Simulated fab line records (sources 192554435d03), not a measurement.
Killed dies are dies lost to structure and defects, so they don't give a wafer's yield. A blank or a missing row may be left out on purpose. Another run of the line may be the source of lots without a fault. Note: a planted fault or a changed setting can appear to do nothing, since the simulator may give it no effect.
A struck lot beside a sound one | flow n5 finfet | 36 steps out of a route of 1938
Sound: these wafers, L729.3, L729.4, L729.6. Struck: wafer L717.2; the same lot's L717.6 was not struck, so it is left out; see the end for the cause.
For every step that has rows: the tool of each side, followed by ch and its chambers, followed by its first start. Under that, the readings that differ: sound wafers | struck wafers | difference of the means | sigmas: that difference in standard deviations of wafers without a fault.
alike: a reading whose means differ by less than 2 such deviations, as well as words and numbers matching on both sides. not compared: withheld readings; readings where some wafer has no value; bounds like >300 that might hide an equal value; numbers whose values overlap and for which the record gives no deviation.
Wherever a step has rows on one side only, a row that says differs or no value, or a row with sigmas, the two part there. Numbers that have no deviation but don't overlap get no sigmas and don't part them. A reading that every wafer of one side lacks parts them only if that side has two wafers or more.

first, 9 steps without rows for these wafers: N5_BEOL_M13_PRE_CLEAN_42 (time 30 s); N5_BEOL_M13_SPUTTER_43 (material TaN, target thk 15 nm, time 24.19 s); N5_BEOL_M13_SPUTTER_44 (material Ta, target thk 10 nm, time 16.13 s); N5_BEOL_M13_SPUTTER_45 (material Cu, target thk 80 nm, time 13.33 s); N5_BEOL_M13_ECD_47 (material Cu, target thk 936 nm); N5_BEOL_M13_ANNEAL_48 (time 90 s); N5_BEOL_M13_CMP_49 (polishes, stops on SiOC, t overpolish 17.1 s, target thk 420 nm); N5_BEOL_M13_PRE_CLEAN_52 (time 15 s); N5_BEOL_M13_DEP_53 (deposits SiCN from 3MS/NH3, target thk 50 nm, time 17.8 s).
N5_BEOL_M14_ILD_DEP_00: deposits SiO2 from TEOS/O2, target thk 1119.3 nm, time 237.4 s.
  sound on pecvd-03 ch 0,1, day 19 07:13; struck on pecvd-01 ch 2, day 15 13:59
  reading                                       | sound          | struck | difference | sigmas
  model.SiO2_of_BEOL_M14_ILD_DEP_00.thk nm (nm) | 1104 1105 1092 | 1252   | +152       |
  alike: heater power w, showerhead plenum p Torr, throttle valve pct
N5_BEOL_M14_THK_MEAS_01:
  sound: film metro-01 at day 19 07:25; struck: film metro-02 at day 15 14:11
  reading          | sound          | struck | difference | sigmas
  M14_ILD_THK (nm) | 1105 1105 1092 | 1251   | +150       | +10
then, 10 steps without rows for these wafers: N5_BEOL_M14_COAT_58 (time 60 s, resist thk 89 nm); N5_BEOL_M14_COAT_04 (resist thk 800 nm); N5_BEOL_M14_EBR_06; N5_BEOL_M14_SOFTBAKE_05 (time 60 s); N5_BEOL_M14_EXPOSE_07 (exposes mask V13); N5_BEOL_M14_PEB_08 (peb time 90 s); N5_BEOL_M14_DEVELOP_09 (develop time 45 s); N5_BEOL_M14_HARDBAKE_14 (time 120 s); N5_BEOL_M14_DESCUM_15 (chemistry O2, time 7.9 s); N5_BEOL_M14_ETCH_59 (etches BARC in N2/H2, target depth 89 nm, overetch 26.7 nm, time 67.9 s).
N5_BEOL_M14_VIA_ETCH_16: etches SiO2 in C4F8/O2/Ar, target depth 1231.3 nm.
  sound on rie diel-04 ch 1,3, day 19 08:06; struck on rie diel-03 ch 0, day 15 14:47
  reading                                    | sound             | struck | difference | sigmas
  showerhead plenum p Torr (Torr)            | 3.58 3.61 3.58    | 3.34   | -0.25      | -2
  model.etch.depth nm (nm)                   | 1104 1105 1092    | 1252   | +152       |
  model.coat_of_BEOL_M14_COAT_04.thk nm (nm) | 457.6 462.8 464.2 | 426.4  | -35.1      |
  alike: drypump motor current A, mfc ar sccm, oes_f_703_au, oes_o_777_au, oes product au, rf vpp V, throttle valve pct
then, 13 steps without rows for these wafers: N5_BEOL_M14_STRIP_63 (strips in O2); N5_BEOL_M14_STRIP_64 (strips in O2); N5_BEOL_M14_STRIP_71 (strips in post etch residue remover, time 60 s); N5_BEOL_M14_SRD_72 (time 30 s, dry time 30 s); N5_BEOL_M14_COAT_65 (time 60 s, resist thk 450 nm); N5_BEOL_M14_COAT_66 (time 60 s, resist thk 110 nm); N5_BEOL_M14_COAT_22 (resist thk 300 nm); N5_BEOL_M14_EBR_24; N5_BEOL_M14_SOFTBAKE_23 (time 60 s); N5_BEOL_M14_EXPOSE_25 (exposes mask M14, target cd 280 nm); N5_BEOL_M14_PEB_26 (peb time 90 s); N5_BEOL_M14_DEVELOP_27 (develop time 45 s); N5_BEOL_M14_HARDBAKE_32 (time 120 s).
N5_BEOL_M14_CMP_49: polishes, stops on SiO2, t overpolish 5.2 s, target thk 560 nm.
  sound on cmp-01 ch 0,1, day 19 12:10; struck on cmp-03 ch 1, day 15 19:27
  reading                                       | sound          | struck | difference | sigmas
  model.SiO2_of_BEOL_M14_ILD_DEP_00.thk nm (nm) | 1023 1025 1011 | 1174   | +154       |
  alike: motor current A

WHERE THEY PART
At N5_BEOL_M14_THK_MEAS_01 first; at N5_BEOL_M14_VIA_ETCH_16 last (within this record only). Later steps at which nothing parts them and some readings are alike: N5_BEOL_M14_CMP_49.

WHY: what the simulator had put in
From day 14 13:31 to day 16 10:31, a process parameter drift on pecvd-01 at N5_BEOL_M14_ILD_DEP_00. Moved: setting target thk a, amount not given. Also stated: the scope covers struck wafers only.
